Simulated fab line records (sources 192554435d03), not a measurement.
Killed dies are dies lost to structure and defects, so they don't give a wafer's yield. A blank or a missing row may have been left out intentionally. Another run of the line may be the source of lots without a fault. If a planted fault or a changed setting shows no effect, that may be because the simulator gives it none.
Matching of chambers    flow n5Finfet    N5_MIM_BOT_ETCH_STRIP_01 on rieDiel-05 has 4 sister chambers
The step strips in O2. 4 wafers are shown with their chamber, then 7 later ones without.

== WAFERS PAIRED WITH THEIR CHAMBERS ==
wafer   chamber  showerheadPlenumPTorr (Torr)
L120.6  2        2.17
L124.4  1        1.96
L126.1  3        2.20
L126.2  0        2.11

== WAFERS WITH NO CHAMBER GIVEN ==
wafer   showerheadPlenumPTorr (Torr)
L126.5  2.20
L130.2  1.96
L130.4  2.10
L130.6  2.17
L135.2  1.96
L135.3  2.10
L135.4  1.96

== EACH ONE'S CHAMBER ==
wafer   from the rows above  in truth
L126.5  3                    3
L130.2  1                    1
L130.4  0                    0
L130.6  2                    2
L135.2  1                    1
L135.3  0                    0
L135.4  1                    1
Correct placement for 7 of the 7. Can't be placed from these rows: 0. 0 placed wrongly.
How it was worked out, from the rows above alone: a wafer's distance from a chamber is the root of the sum, over the readings, of the square of ((its reading less the chamber's mean) divided by the reading's scatter). If the next closest chamber is less than 2 further off than the closest, the wafer can't be placed; otherwise it belongs to the closest. For every chamber, the mean is computed from those of its wafers that are shown. The scatter (one wafer shown for each chamber): square how far every hidden wafer sits from the nearest shown wafer, average those squares and take the square root.
